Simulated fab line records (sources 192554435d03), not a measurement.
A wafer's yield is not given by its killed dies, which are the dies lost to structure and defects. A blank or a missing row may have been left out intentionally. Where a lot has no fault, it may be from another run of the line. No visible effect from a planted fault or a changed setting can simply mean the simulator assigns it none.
fab line records	flow n5-finfet	part 1 of 2: steps 1 to 4 of 6
record lots=22	wafers=66	last-day=18
route steps=1938 shown BEOL_M0_SAQP@669 BEOL_M0@721
lots with no fault: from the same line, run without faults
start-h: start of the lot's first displayed wafer, in hours after the record's first day	wait-h: hours from the lot's prior step to this one	" same as the row above	L1.1+2: a single row standing in for several wafers	- either no value or no given start	* or withheld: withheld	< > ~ a bound
route shown NAME@n: NAME is a module with steps in the file, n the number in the route of the first one	usual: mean/standard deviation of fault-free wafers	same: alike in all rows	chamber/n: place in a boat	sites: the reading at each site	_std_site: the values' standard deviation	_edge_site: the outer-site mean with the inner-site mean subtracted	radius-mm: for every site, how far away it sits from the centre of the wafer	mask NAME#n: copy n	behind: the last tool/chamber to shape the wafer	hold: what put the lot on hold/how long, in hours/how the hold closed	device: the n, p or np transistor that did not switch	end of line: the route-end tests of the same wafers	for a step that has no rows: nothing shown but its recipe	killed: count of dies lost to structure and defects at first sort (not the wafer's yield)	map: a wafer's dies, x killed, . not, _ none there
set.NAME: setting as actually run; set.NAME@STEP: the setting as run at that earlier step	model.NAME: the simulator's own value behind a step, which no gauge read
steps of the route over a sample of lots; a table a step, a row a wafer
services: when a tool's chamber went out of use (start-h, in hours from the record's first day, below 0 if earlier), for how many hours, and the reason
## steps
# step N5_BEOL_M0_SAQP_MANDREL_ETCH_103
# recipe chemistry=HBr/Cl2	target=a-Si	target-depth-a=450	bt-time-s=10	stop-on=SiCN	mask-material=SiO2	over-etch-frac=0.8	time-s=27	pressure-mtorr=10	icp-w=800	bias-w=75	HBr_flow_sccm=150	Cl2_flow_sccm=80	ends=end-point
# usual bias-w=75.03/0.22	drypump-motor-current-A=5.87/0.26	oes-product-au=0.682/0.013	throttle-valve-pct=35.5/0.31
lot.wafer	tool	chamber	start-h	wait-h	bias-w	drypump-motor-current-A	oes-product-au	rf-hours-counter-h	throttle-valve-pct
L074.2	rie-si-03	3	111.88	0.0	75.00	5.75	0.682	81	35.0
L074.3	"	0	"	"	75.22	5.85	0.679	88	35.1
L074.4	"	1	"	"	75.09	5.93	0.677	172	35.6
L076.2	rie-si-03	2	119.65	0.0	74.78	6.24	0.680	67	35.2
L076.3	"	0	"	"	74.98	5.85	0.666	88	35.1
L076.5	"	1	"	"	75.28	5.91	0.682	-	35.6
L075.4	rie-si-03	2	121.41	0.0	75.64	6.27	0.683	67	35.2
L075.5	"	3	"	"	75.26	5.74	0.687	-	35.0
L075.6	"	2	"	"	74.87	6.26	0.677	-	35.2
L077.4	rie-si-05	1	132.67	0.0	74.99	5.65	0.668	137	35.8
L077.5	"	0	"	"	74.74	6.01	0.706	-	35.3
L077.6	"	1	"	"	75.10	5.69	0.669	-	35.8
L078.1	rie-si-03	0	146.40	0.0	75.19	5.88	0.675	88	35.1
L078.3	"	3	"	"	75.28	5.73	0.686	82	35.0
L078.4	"	1	"	"	75.04	5.88	0.682	173	35.6
L079.2	rie-si-04	0	151.44	0.0	74.99	5.78	0.657	145	36.1
L079.5	"	1	"	"	75.13	6.51	0.687	-	35.5
L079.6	"	2	"	"	75.15	5.23	0.670	-	35.4
L080.2	rie-si-03	3	151.84	0.0	75.24	5.73	0.680	82	35.0
L080.3	"	2	"	"	74.65	6.28	0.678	67	35.2
L080.6	"	3	"	"	74.92	5.74	0.687	-	35.0
L081.3	rie-si-05	1	161.79	0.0	74.95	5.67	0.654	137	35.8
L081.5	"	1	"	"	74.83	5.66	0.672	-	35.8
L081.6	"	0	"	"	74.94	6.02	0.703	-	35.3
L082.2	rie-si-05	0	162.19	0.0	74.98	6.01	0.701	7	35.3
L082.4	"	2	"	"	75.13	5.67	0.701	146	35.7
L082.5	"	2	"	"	74.83	5.68	0.693	-	35.7
L083.2	rie-si-05	2	163.28	0.0	75.05	5.67	0.696	146	35.7
L083.3	"	1	"	"	74.60	5.67	0.663	137	35.8
L083.6	"	3	"	"	75.05	5.77	0.682	-	35.4
L084.2	rie-si-05	0	170.52	0.0	74.96	6.02	0.694	7	35.3
L084.3	"	2	"	"	74.97	5.67	0.692	146	35.7
L084.4	"	1	"	"	75.17	5.68	0.678	138	35.8
L085.1	rie-si-05	1	174.04	0.0	74.92	5.70	0.670	138	35.8
L085.2	"	2	"	"	75.07	5.65	0.699	146	35.7
L085.3	"	0	"	"	75.21	6.01	0.709	7	35.3
L086.4	rie-si-03	3	190.14	0.0	74.54	5.75	0.670	83	35.0
L086.5	"	2	"	"	74.97	6.28	0.673	-	35.2
L086.6	"	1	"	"	74.79	5.85	0.673	-	35.6
L087.2	rie-si-03	1	194.07	0.0	75.02	5.90	0.678	174	35.6
L087.4	"	2	"	"	74.91	6.27	0.681	68	35.2
L087.5	"	2	"	"	75.21	6.26	0.680	-	35.2
L088.2	rie-si-03	1	197.47	0.0	75.07	5.88	0.674	174	35.6
L088.3	"	0	"	"	75.12	5.87	0.673	89	35.1
L088.5	"	1	"	"	75.30	5.90	0.676	-	35.6
L089.3	rie-si-05	3	199.36	0.0	74.80	5.77	0.685	89	35.4
L089.4	"	1	"	"	74.91	5.68	0.661	138	35.8
L089.5	"	0	"	"	74.70	6.00	0.705	-	35.3
L091.1	rie-si-05	1	209.52	0.0	74.86	5.69	0.674	138	35.8
L091.3	"	0	"	"	75.20	6.02	0.702	8	35.3
L091.6	"	1	"	"	74.75	5.70	0.666	-	35.8
L092.2	rie-si-05	1	215.13	0.0	75.22	5.68	0.661	138	35.8
L092.5	"	1	"	"	75.24	5.72	0.674	-	35.8
L092.6	"	0	"	"	75.35	6.00	0.707	-	35.3
L093.1	rie-si-04	0	225.17	0.0	75.02	5.80	0.659	146	36.1
L093.3	"	3	"	"	74.96	5.96	0.665	172	36.0
L093.6	"	1	"	"	74.94	6.50	0.683	-	35.5
L094.1	rie-si-04	3	230.52	0.0	75.44	5.95	0.681	172	36.0
L094.2	"	2	"	"	74.39	5.20	0.670	1	35.2
L094.3	"	1	"	"	74.94	6.52	0.685	2	35.5
L095.2	rie-si-03	1	237.82	0.0	75.05	5.91	0.678	174	35.6
L095.3	"	0	"	"	74.77	5.85	0.668	90	35.1
L095.6	"	3	"	"	75.21	5.75	0.684	-	35.0
L097.1	rie-si-04	2	251.66	0.0	75.20	5.22	0.675	1	35.2
L097.3	"	3	"	"	75.07	5.95	0.692	173	36.0
L097.6	"	0	"	"	75.07	5.77	0.680	-	36.0
# step N5_BEOL_M0_SAQP_SPACER2_ALD_26
# recipe material=SiO2	target-thk-a=150	temp-c=300	ald-precursor-family=BDEAS	ald-co-reactant=O2-plasma	pulse-time-s=1	purge-time-s=2	co-reactant-purge-time-s=2	pressure-torr=2
# usual heater-power-w=485/46	precursor-pulse-height-rel=1.000/0.02	susceptor-temp-C=300.01/0.18
lot.wafer	tool	chamber	start-h	wait-h	heater-power-w	precursor-pulse-height-rel	susceptor-temp-C
L074.2	ald-sin-02	3	112.71	0.1	375	0.997	299.99
L074.3	"	2	"	"	483	1.029	299.99
L074.4	"	1	"	"	496	1.013	299.70
L076.2	ald-sin-01	2	120.87	0.3	522	0.983	299.75
L076.3	"	1	"	"	533	0.995	299.78
L076.5	"	3	"	"	489	1.010	300.19
L075.4	ald-sin-04	1	122.28	0.1	518	1.037	300.26
L075.5	"	2	"	"	547	0.999	300.14
L075.6	"	1	"	"	526	1.001	300.10
L077.4	ald-sin-04	3	133.51	0.1	487	0.973	299.73
L077.5	"	3	"	"	475	1.038	299.88
L077.6	"	0	"	"	475	1.026	299.95
L078.1	ald-sin-01	2	147.23	0.1	511	1.022	299.89
L078.3	"	0	"	"	499	1.009	300.16
L078.4	"	1	"	"	539	0.990	300.45
L079.2	ald-sin-02	1	152.42	0.1	482	0.998	300.10
L079.5	"	1	"	"	491	0.970	299.92
L079.6	"	0	"	"	504	1.002	300.31
L080.2	ald-sin-01	3	152.90	0.1	526	0.987	300.03
L080.3	"	1	"	"	526	1.004	299.79
L080.6	"	0	"	"	521	1.024	299.81
L081.3	ald-sin-02	3	166.68	1.8	366	1.008	299.98
L081.5	"	2	"	"	480	0.994	299.93
L081.6	"	1	"	"	495	1.006	300.02
L082.2	ald-sin-01	1	167.13	2.2	524	1.015	299.82
L082.4	"	3	"	"	512	1.007	300.25
L082.5	"	0	"	"	514	0.985	300.11
L083.2	ald-sin-02	1	167.21	2.0	500	1.004	300.16
L083.3	"	0	"	"	490	0.995	300.11
L083.6	"	3	"	"	374	0.978	299.99
L084.2	ald-sin-02	0	171.81	0.5	501	0.996	299.81
L084.3	"	3	"	"	372	1.019	300.15
L084.4	"	2	"	"	489	0.972	300.25
L085.1	ald-sin-02	0	174.87	0.1	491	1.031	299.97
L085.2	"	3	"	"	363	1.025	300.14
L085.3	"	1	"	"	502	1.004	300.08
L086.4	ald-sin-04	1	191.07	0.1	506	0.991	300.01
L086.5	"	1	"	"	504	1.029	300.03
L086.6	"	0	"	"	480	0.993	300.00
L087.2	ald-sin-01	0	195.08	0.1	517	1.018	300.10
L087.4	"	3	"	"	531	1.014	299.86
L087.5	"	1	"	"	539	1.007	299.85
L088.2	ald-sin-01	1	198.52	0.1	533	1.000	299.95
L088.3	"	2	"	"	493	0.984	300.08
L088.5	"	0	"	"	524	1.031	300.11
L089.3	ald-sin-04	1	200.20	0.1	498	1.007	299.68
L089.4	"	0	"	"	483	1.005	299.96
L089.5	"	3	"	"	488	0.975	299.95
L091.1	ald-sin-02	0	210.52	0.3	510	1.042	299.54
L091.3	"	3	"	"	366	1.024	300.41
L091.6	"	0	"	"	497	0.992	299.74
L092.2	ald-sin-02	1	216.08	0.1	503	1.026	300.33
L092.5	"	0	"	"	506	0.992	300.19
L092.6	"	1	"	"	485	0.973	300.03
L093.1	ald-sin-02	0	226.01	0.1	506	1.006	299.87
L093.3	"	1	"	"	496	0.988	300.06
L093.6	"	3	"	"	374	1.005	299.73
L094.1	ald-sin-02	0	231.36	0.1	510	1.022	299.88
L094.2	"	1	"	"	489	0.999	299.97
L094.3	"	3	"	"	372	0.993	300.00
L095.2	ald-sin-02	2	238.69	0.1	483	1.004	300.11
L095.3	"	3	"	"	384	1.006	299.84
L095.6	"	0	"	"	498	1.023	300.13
L097.1	ald-sin-04	1	252.60	0.1	498	1.000	299.82
L097.3	"	2	"	"	507	0.958	300.25
L097.6	"	2	"	"	515	1.023	299.97
# step N5_BEOL_M0_SAQP_MANDREL2_REMOVE_110
# recipe chemistry=HBr/Cl2/O2	bt-time-s=10	target=a-Si	stop-on=SiCN	endpoint=OES-SiCl	over-etch-frac=1	icp-w=600	bias-w=30	HBr_flow_sccm=150	Cl2_flow_sccm=80	O2_flow_sccm=5	pressure-mtorr=10
# usual bias-w=30.00/0.099	drypump-motor-current-A=5.8/0.33	oes-product-au=1.003/0.018	throttle-valve-pct=36.8/0.33
lot.wafer	tool	chamber	start-h	wait-h	bias-w	drypump-motor-current-A	oes-product-au	rf-hours-counter-h	throttle-valve-pct
L074.2	rie-si-03	3	113.35	0.1	29.93	5.7	1.001	82	36.2
L074.3	"	2	"	"	29.87	6.3	0.995	67	36.4
L074.4	"	1	"	"	30.15	5.9	1.002	172	36.9
L076.2	rie-si-04	0	121.51	0.1	29.98	5.8	0.996	144	37.3
L076.3	"	3	"	"	29.79	6.0	0.994	170	37.3
L076.5	"	2	"	"	29.84	5.2	1.016	-	36.7
L075.4	rie-si-03	2	122.91	0.0	29.82	6.3	0.997	67	36.4
L075.5	"	3	"	"	29.92	5.7	1.008	-	36.2
L075.6	"	0	"	"	30.01	5.9	0.993	-	36.3
L077.4	rie-si-04	3	134.14	0.1	30.02	5.9	0.994	171	37.3
L077.5	"	2	"	"	29.89	5.2	1.002	-	36.7
L077.6	"	1	"	"	30.06	6.5	1.020	-	36.7
L078.1	rie-si-05	0	147.90	0.1	29.93	6.0	1.034	7	36.6
L078.3	"	3	"	"	29.98	5.8	1.006	88	36.6
L078.4	"	2	"	"	30.10	5.7	1.016	146	37.0
L079.2	rie-si-04	1	153.06	0.1	29.96	6.5	0.999	1	36.7
L079.5	"	2	"	"	30.11	5.2	0.992	-	36.7
L079.6	"	3	"	"	29.95	5.9	0.987	-	37.3
L080.2	rie-si-05	3	153.54	0.1	29.90	5.8	1.009	88	36.6
L080.3	"	2	"	"	30.25	5.7	1.015	146	37.0
L080.6	"	1	"	"	30.09	5.7	0.985	-	37.1
L081.3	rie-si-04	1	167.37	0.1	30.07	6.5	1.024	1	36.8
L081.5	"	3	"	"	29.93	5.9	0.994	-	37.3
L081.6	"	2	"	"	30.01	5.2	1.004	-	36.7
L082.2	rie-si-05	3	167.81	0.1	30.18	5.8	1.012	88	36.7
L082.4	"	1	"	"	30.14	5.7	0.975	138	37.1
L082.5	"	0	"	"	30.06	6.0	1.026	-	36.6
L083.2	rie-si-03	1	167.85	0.1	30.14	5.9	0.994	173	36.9
L083.3	"	3	"	"	30.11	5.7	1.004	83	36.2
L083.6	"	0	"	"	29.76	5.9	0.982	-	36.4
L084.2	rie-si-04	0	172.45	0.1	30.20	5.8	0.983	145	37.3
L084.3	"	1	"	"	30.00	6.5	1.013	1	36.7
L084.4	"	2	"	"	30.05	5.2	0.995	191	36.7
L085.1	rie-si-05	2	175.51	0.1	30.01	5.7	1.018	146	37.0
L085.2	"	0	"	"	29.99	6.0	1.041	7	36.6
L085.3	"	3	"	"	29.99	5.8	1.012	89	36.6
L086.4	rie-si-05	2	191.70	0.1	30.11	5.7	1.024	147	36.9
L086.5	"	3	"	"	30.19	5.8	1.011	-	36.6
L086.6	"	2	"	"	30.02	5.7	1.018	-	37.0
L087.2	rie-si-05	0	195.72	0.1	29.99	6.0	1.041	8	36.6
L087.4	"	3	"	"	29.94	5.8	1.006	89	36.6
L087.5	"	1	"	"	30.07	5.7	0.985	-	37.1
L088.2	rie-si-03	1	199.26	0.1	30.09	5.9	0.992	174	36.9
L088.3	"	0	"	"	29.93	5.9	0.989	89	36.3
L088.5	"	2	"	"	30.19	6.2	1.007	-	36.4
L089.3	rie-si-03	0	200.84	0.1	29.92	5.8	0.976	89	36.4
L089.4	"	1	"	"	30.06	5.9	1.005	174	36.9
L089.5	"	2	"	"	29.99	6.3	0.997	-	36.5
L091.1	rie-si-04	1	211.15	0.1	29.84	6.5	1.015	2	36.7
L091.3	"	3	"	"	30.05	5.9	0.989	172	37.3
L091.6	"	0	"	"	29.96	5.8	0.981	-	37.3
L092.2	rie-si-04	2	216.72	0.1	30.03	5.2	0.988	0	36.5
L092.5	"	3	"	"	29.84	6.0	0.984	-	37.2
L092.6	"	0	"	"	29.92	5.8	0.987	-	37.3
L093.1	rie-si-05	0	226.64	0.1	30.02	6.0	1.042	8	36.6
L093.3	"	2	"	"	29.91	5.7	1.021	147	37.0
L093.6	"	3	"	"	30.10	5.8	1.001	-	36.6
L094.1	rie-si-04	3	231.99	0.1	29.92	5.9	0.983	172	37.3
L094.2	"	0	"	"	30.07	5.8	0.982	146	37.3
L094.3	"	2	"	"	29.99	5.2	0.982	1	36.4
L095.2	rie-si-05	1	239.33	0.1	29.96	5.7	0.967	139	37.1
L095.3	"	0	"	"	29.95	6.0	1.043	9	36.6
L095.6	"	1	"	"	29.94	5.7	0.990	-	37.1
L097.1	rie-si-04	1	253.24	0.1	30.02	6.5	1.008	2	36.7
L097.3	"	2	"	"	30.04	5.2	0.998	1	36.5
L097.6	"	0	"	"	30.16	5.8	0.984	-	37.3
# step N5_BEOL_M0_SAQP_CD_MEAS_29
# recipe target-cd-nm=14.4	landing-energy-ev=1000	detector=se-inlens
# usual cd-nm=14.98/0.21
lot.wafer	tool	chamber	start-h	wait-h	cd-nm
L074.2	cd-sem-01	0	113.46	0.1	14.90
L074.3	"	0	"	"	15.09
L074.4	"	0	"	"	14.77
L076.2	cd-sem-02	0	121.62	0.1	14.85
L076.3	"	0	"	"	14.75
L076.5	"	0	"	"	14.57
L075.4	cd-sem-02	0	123.03	0.1	14.84
L075.5	"	0	"	"	14.84
L075.6	"	0	"	"	14.63
L077.4	cd-sem-01	0	134.26	0.1	15.06
L077.5	"	0	"	"	15.33
L077.6	"	0	"	"	15.10
L078.1	cd-sem-01	0	148.01	0.1	14.96
L078.3	"	0	"	"	14.87
L078.4	"	0	"	"	14.58
L079.2	cd-sem-03	0	153.17	0.1	15.26
L079.5	"	0	"	"	14.81
L079.6	"	0	"	"	15.14
L080.2	cd-sem-01	0	153.65	0.1	14.98
L080.3	"	0	"	"	15.27
L080.6	"	0	"	"	15.03
L081.3	cd-sem-01	0	167.48	0.1	15.26
L081.5	"	0	"	"	15.21
L081.6	"	0	"	"	15.23
L082.2	cd-sem-01	0	167.93	0.1	14.82
L082.4	"	0	"	"	14.54
L082.5	"	0	"	"	14.90
L083.2	cd-sem-03	0	167.96	0.1	15.32
L083.3	"	0	"	"	15.20
L083.6	"	0	"	"	14.98
L084.2	cd-sem-01	0	172.56	0.1	15.09
L084.3	"	0	"	"	14.93
L084.4	"	0	"	"	15.01
L085.1	cd-sem-01	0	175.62	0.1	15.09
L085.2	"	0	"	"	15.05
L085.3	"	0	"	"	15.02
L086.4	cd-sem-01	0	191.82	0.1	14.94
L086.5	"	0	"	"	15.05
L086.6	"	0	"	"	14.82
L087.2	cd-sem-03	0	195.83	0.1	15.09
L087.4	"	0	"	"	15.04
L087.5	"	0	"	"	14.83
L088.2	cd-sem-03	0	199.37	0.1	14.33
L088.3	"	0	"	"	14.83
L088.5	"	0	"	"	15.15
L089.3	cd-sem-01	0	200.95	0.1	14.75
L089.4	"	0	"	"	14.80
L089.5	"	0	"	"	14.98
L091.1	cd-sem-01	0	211.26	0.1	15.02
L091.3	"	0	"	"	15.12
L091.6	"	0	"	"	14.75
L092.2	cd-sem-01	0	216.83	0.1	15.17
L092.5	"	0	"	"	15.09
L092.6	"	0	"	"	15.11
L093.1	cd-sem-03	0	226.75	0.1	15.03
L093.3	"	0	"	"	14.98
L093.6	"	0	"	"	14.86
L094.1	cd-sem-03	0	232.10	0.1	15.13
L094.2	"	0	"	"	15.01
L094.3	"	0	"	"	15.36
L095.2	cd-sem-02	0	239.44	0.1	14.98
L095.3	"	0	"	"	15.12
L095.6	"	0	"	"	14.86
L097.1	cd-sem-03	0	253.35	0.1	15.05
L097.3	"	0	"	"	15.02
L097.6	"	0	"	"	14.88
